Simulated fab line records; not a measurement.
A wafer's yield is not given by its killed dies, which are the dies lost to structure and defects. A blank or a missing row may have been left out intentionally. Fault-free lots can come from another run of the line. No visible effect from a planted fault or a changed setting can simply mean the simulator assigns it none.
Which tool did it?    flow n5-finfet    72 wafers from 24 lots sampled at 5 of the route's 1938 steps

## WHAT THE GAUGES READ, wafer by wafer
N5_BEOL_M2_INSPECT_13: inspects for defects (brightfield).
lot   measured      on                 raw-defect-count
L074  day 6 10:34   defect-inspect-01  477 388 350
L075  day 7 03:51   defect-inspect-01  281 330 394
L076  day 7 08:13   defect-inspect-02  313 340 465
L077  day 7 10:47   defect-inspect-02  430 312 328
L078  day 7 16:38   defect-inspect-01  323 405 394
L079  day 7 20:27   defect-inspect-02  360 307 341
L080  day 8 07:50   defect-inspect-02  394 353 333
L082  day 8 11:24   defect-inspect-02  520 497 468
L081  day 8 13:48   defect-inspect-02  361 425 486
L083  day 8 15:20   defect-inspect-02  350 438 357
L084  day 9 02:32   defect-inspect-01  429 280 404
L085  day 9 09:05   defect-inspect-01  431 495 483
L086  day 9 19:29   defect-inspect-01  323 291 255
L087  day 9 19:55   defect-inspect-01  442 477 308
L088  day 10 05:07  defect-inspect-01  384 433 505
L089  day 10 08:16  defect-inspect-01  362 274 261
L090  day 10 14:01  defect-inspect-02  304 280 316
L091  day 10 18:25  defect-inspect-01  388 351 277
L092  day 11 05:49  defect-inspect-01  394 328 417
L094  day 11 08:02  defect-inspect-01  586 514 634
L093  day 11 09:05  defect-inspect-01  436 257 284
L095  day 11 14:31  defect-inspect-01  350 376 463
L096  day 12 00:08  defect-inspect-01  359 281 267
L097  day 12 14:17  defect-inspect-02  551 440 350

## EACH LOT AND THE TOOL THAT RAN IT (in order: tool; ch and the chambers of the sampled wafers; start)
lot   N5_BEOL_M1_ETCH_70                  N5_BEOL_M1_ETCH_41                             N5_BEOL_M1_ANNEAL_82          N5_BEOL_M1_ANNEAL_93
L074  rie-diel-03 ch 0,1, day 6 05:28     rie-diel-03 ch 0,1, day 6 07:19 or earlier     pvd-sputter-03, day 6 07:19   pvd-sputter-03, day 6 08:12
L075  rie-diel-02 ch 0,1, day 6 22:01     rie-diel-02 ch 0,1, day 6 23:49 or earlier     pvd-sputter-03, day 6 23:49   pvd-sputter-03, day 7 00:42
L076  rie-diel-06 ch 1,2, day 7 02:18     rie-diel-06 ch 1,2, day 7 04:40 or earlier     pvd-sputter-01, day 7 04:40   pvd-sputter-01, day 7 05:32
L077  rie-diel-03 ch 1,3, day 7 03:27     rie-diel-03 ch 1,3, day 7 05:45 or earlier     pvd-sputter-03, day 7 05:45   pvd-sputter-03, day 7 06:38
L078  rie-diel-06 ch 0,2,3, day 7 09:56   rie-diel-06 ch 0,2,3, day 7 12:02 or earlier   pvd-sputter-02, day 7 12:02   pvd-sputter-02, day 7 12:55
L079  rie-diel-06 ch 1,3, day 7 12:41     rie-diel-06 ch 1,3, day 7 14:43 or earlier     pvd-sputter-03, day 7 14:43   pvd-sputter-03, day 7 15:35
L080  rie-diel-06 ch 0,1,2, day 8 00:28   rie-diel-06 ch 0,1,2, day 8 03:11 or earlier   pvd-sputter-02, day 8 03:11   pvd-sputter-02, day 8 04:04
L082  rie-diel-03 ch 2,3, day 8 03:53     rie-diel-03 ch 2,3, day 8 07:25 or earlier     pvd-sputter-02, day 8 07:25   pvd-sputter-02, day 8 08:17
L081  rie-diel-06 ch 0,1,3, day 8 06:50   rie-diel-06 ch 0,1,3, day 8 08:53 or earlier   pvd-sputter-03, day 8 08:53   pvd-sputter-03, day 8 09:46
L083  rie-diel-03 ch 0,1,3, day 8 09:38   rie-diel-03 ch 0,1,3, day 8 11:43 or earlier   pvd-sputter-02, day 8 11:43   pvd-sputter-02, day 8 12:36
L084  rie-diel-03 ch 0,2, day 8 19:19     rie-diel-03 ch 0,2, day 8 21:28 or earlier     pvd-sputter-03, day 8 21:28   pvd-sputter-03, day 8 22:21
L085  rie-diel-02 ch 1,2,3, day 9 02:01   rie-diel-02 ch 1,2,3, day 9 04:39 or earlier   pvd-sputter-02, day 9 04:39   pvd-sputter-02, day 9 05:32
L086  rie-diel-06 ch 0,1, day 9 11:42     rie-diel-06 ch 0,1, day 9 14:11 or earlier     pvd-sputter-03, day 9 14:11   pvd-sputter-03, day 9 15:04
L087  rie-diel-02 ch 2,3, day 9 14:08     rie-diel-02 ch 2,3, day 9 16:01 or earlier     pvd-sputter-02, day 9 16:01   pvd-sputter-02, day 9 16:54
L088  rie-diel-03 ch 0,3, day 9 21:22     rie-diel-03 ch 0,3, day 10 00:42 or earlier    pvd-sputter-02, day 10 00:42  pvd-sputter-02, day 10 01:35
L089  rie-diel-03 ch 0,1,2, day 10 02:29  rie-diel-03 ch 0,1,2, day 10 04:53 or earlier  pvd-sputter-01, day 10 04:53  pvd-sputter-01, day 10 05:46
L090  rie-diel-06 ch 0,1,2, day 10 07:01  rie-diel-06 ch 0,1,2, day 10 09:54 or earlier  pvd-sputter-03, day 10 09:54  pvd-sputter-03, day 10 10:47
L091  rie-diel-02 ch 1,3, day 10 13:40    rie-diel-02 ch 1,3, day 10 15:23 or earlier    pvd-sputter-01, day 10 15:23  pvd-sputter-01, day 10 16:16
L092  rie-diel-06 ch 2,3, day 10 22:28    rie-diel-06 ch 2,3, day 11 00:54 or earlier    pvd-sputter-01, day 11 00:54  pvd-sputter-01, day 11 01:47
L094  rie-diel-02 ch 0,1,2, day 11 01:46  rie-diel-02 ch 0,1,2, day 11 03:43 or earlier  pvd-sputter-03, day 11 03:43  pvd-sputter-03, day 11 04:35
L093  rie-diel-06 ch 3, day 11 01:55      rie-diel-06 ch 3, day 11 05:32 or earlier      pvd-sputter-01, day 11 05:32  pvd-sputter-01, day 11 06:25
L095  rie-diel-02 ch 0,1,3, day 11 07:18  rie-diel-02 ch 0,1,3, day 11 09:32 or earlier  pvd-sputter-03, day 11 09:32  pvd-sputter-03, day 11 10:25
L096  rie-diel-02 ch 0,2,3, day 11 17:06  rie-diel-02 ch 0,2,3, day 11 20:47 or earlier  pvd-sputter-01, day 11 20:47  pvd-sputter-01, day 11 21:40
L097  rie-diel-02 ch 2,3, day 12 07:49    rie-diel-02 ch 2,3, day 12 09:49 or earlier    pvd-sputter-03, day 12 09:49  pvd-sputter-03, day 12 10:41
- N5_BEOL_M1_ETCH_70: etches SOC in N2/H2, target depth 80 nm, overetch 16 nm, time 120 s.
- N5_BEOL_M1_ETCH_41: etches SiCN in CH3F/O2, target depth 31.9 nm, time 57.8 s.
- N5_BEOL_M1_ANNEAL_82: time 240 s.
- N5_BEOL_M1_ANNEAL_93: time 240 s.

## AS READ BY THE TOOLS THEMSELVES (means over the sampled wafers that have a number; for cases with no such wafer, the mark the record gives instead)
N5_BEOL_M1_ETCH_70.
lot   tool         drypump-motor-current-A (A)  oes-product-au (a.u.)  rf-vpp-V (V)  showerhead-plenum-p-Torr (Torr)  throttle-valve-pct (%)
L074  rie-diel-03  6.2                          0.63                   525.9         2.61                             17.98
L075  rie-diel-02  6.2                          0.60                   527.2         2.67                             17.45
L076  rie-diel-06  5.9                          0.71                   525.7         2.59                             17.50
L077  rie-diel-03  5.5                          0.54                   525.0         2.56                             18.14
L078  rie-diel-06  5.7                          0.61                   525.2         2.59                             17.78
L079  rie-diel-06  6.1                          0.69                   525.9         2.62                             17.49
L080  rie-diel-06  5.8                          0.63                   524.0         2.56                             17.70
L082  rie-diel-03  5.3                          0.54                   522.0         2.49                             18.12
L081  rie-diel-06  6.0                          0.62                   525.8         2.59                             17.68
L083  rie-diel-03  6.0                          0.59                   524.5         2.55                             18.01
L084  rie-diel-03  5.8                          0.62                   521.2         2.46                             17.95
L085  rie-diel-02  6.0                          0.62                   525.4         2.59                             17.75
L086  rie-diel-06  6.1                          0.57                   523.5         2.53                             17.81
L087  rie-diel-02  6.0                          0.61                   523.3         2.52                             18.01
L088  rie-diel-03  5.7                          0.70                   522.9         2.50                             17.72
L089  rie-diel-03  6.0                          0.60                   522.3         2.53                             18.00
L090  rie-diel-06  5.8                          0.62                   524.2         2.55                             17.73
L091  rie-diel-02  6.0                          0.60                   528.1         2.67                             17.54
L092  rie-diel-06  5.4                          0.65                   526.3         2.60                             17.73
L094  rie-diel-02  6.1                          0.58                   525.9         2.58                             17.75
L093  rie-diel-06  5.9                          0.62                   527.6         2.67                             17.68
L095  rie-diel-02  6.0                          0.62                   527.9         2.67                             17.53
L096  rie-diel-02  5.9                          0.62                   525.1         2.59                             17.78
L097  rie-diel-02  5.8                          0.63                   524.9         2.60                             17.83

N5_BEOL_M1_ETCH_41.
lot   tool         drypump-motor-current-A (A)  oes-product-au (a.u.)  rf-vpp-V (V)  showerhead-plenum-p-Torr (Torr)  throttle-valve-pct (%)
L074  rie-diel-03  6.2                          0.83                   298.4         2.05                             16.38
L075  rie-diel-02  6.1                          0.79                   299.6         2.10                             15.99
L076  rie-diel-06  5.8                          0.92                   298.1         2.05                             16.06
L077  rie-diel-03  5.5                          0.70                   297.4         2.02                             16.66
L078  rie-diel-06  5.7                          0.80                   297.5         2.04                             16.25
L079  rie-diel-06  6.0                          0.90                   298.8         2.07                             15.99
L080  rie-diel-06  5.8                          0.83                   297.9         2.02                             16.24
L082  rie-diel-03  5.4                          0.70                   296.7         1.95                             16.62
L081  rie-diel-06  6.0                          0.81                   298.8         2.04                             16.18
L083  rie-diel-03  6.0                          0.77                   297.5         2.00                             16.49
L084  rie-diel-03  5.7                          0.79                   297.1         1.93                             16.32
L085  rie-diel-02  6.0                          0.81                   297.2         2.04                             16.30
L086  rie-diel-06  6.0                          0.74                   296.7         2.00                             16.35
L087  rie-diel-02  6.0                          0.81                   296.7         1.99                             16.52
L088  rie-diel-03  5.7                          0.93                   296.9         1.97                             16.25
L089  rie-diel-03  5.9                          0.78                   295.9         1.98                             16.39
L090  rie-diel-06  5.8                          0.81                   297.2         2.02                             16.28
L091  rie-diel-02  6.0                          0.79                   298.9         2.10                             16.09
L092  rie-diel-06  5.4                          0.83                   298.7         2.05                             16.20
L094  rie-diel-02  6.1                          0.76                   297.8         2.03                             16.28
L093  rie-diel-06  5.9                          0.81                   299.8         2.10                             16.04
L095  rie-diel-02  5.9                          0.81                   299.0         2.10                             16.10
L096  rie-diel-02  5.9                          0.81                   298.7         2.04                             16.33
L097  rie-diel-02  5.8                          0.83                   298.2         2.05                             16.38

N5_BEOL_M1_ANNEAL_82.
lot   tool            heater-power-w (W)
L074  pvd-sputter-03  847
L075  pvd-sputter-03  809
L076  pvd-sputter-01  920
L077  pvd-sputter-03  802
L078  pvd-sputter-02  742
L079  pvd-sputter-03  838
L080  pvd-sputter-02  730
L082  pvd-sputter-02  734
L081  pvd-sputter-03  802
L083  pvd-sputter-02  750
L084  pvd-sputter-03  802
L085  pvd-sputter-02  726
L086  pvd-sputter-03  805
L087  pvd-sputter-02  781
L088  pvd-sputter-02  714
L089  pvd-sputter-01  860
L090  pvd-sputter-03  804
L091  pvd-sputter-01  851
L092  pvd-sputter-01  851
L094  pvd-sputter-03  800
L093  pvd-sputter-01  956
L095  pvd-sputter-03  796
L096  pvd-sputter-01  925
L097  pvd-sputter-03  764

N5_BEOL_M1_ANNEAL_93.
lot   tool            heater-power-w (W)
L074  pvd-sputter-03  842
L075  pvd-sputter-03  810
L076  pvd-sputter-01  894
L077  pvd-sputter-03  801
L078  pvd-sputter-02  738
L079  pvd-sputter-03  838
L080  pvd-sputter-02  737
L082  pvd-sputter-02  724
L081  pvd-sputter-03  803
L083  pvd-sputter-02  736
L084  pvd-sputter-03  807
L085  pvd-sputter-02  728
L086  pvd-sputter-03  814
L087  pvd-sputter-02  796
L088  pvd-sputter-02  727
L089  pvd-sputter-01  870
L090  pvd-sputter-03  810
L091  pvd-sputter-01  855
L092  pvd-sputter-01  850
L094  pvd-sputter-03  810
L093  pvd-sputter-01  958
L095  pvd-sputter-03  811
L096  pvd-sputter-01  926
L097  pvd-sputter-03  774

## THE ANSWER, worked out from the rows above alone
Rule: what is usual is taken from the lots themselves. Put in order of their means at a reading, lots are off if they are a third of the lots or fewer, leave a main group of 4 or more, and stand apart from it by a gap of 3 or more times the standard deviation of the main group's means; of several such gaps the widest counts. The tables above print the reading to a certain number of digits; a main group whose means all agree to those digits is not used. Also off: a lot with no number at a reading for which 4 or more lots have one. All remaining lots with rows at the step are treated as sound. First the gauges in route order, then the tools' own readings, where a lot's mean is used as printed above. At the first step where some lot is off, the reading lying furthest off is the one used; lots without a number count as furthest.
No lot is off at any reading shown: from this, nothing can be told.

## WHAT THE SIMULATOR HAD INSERTED
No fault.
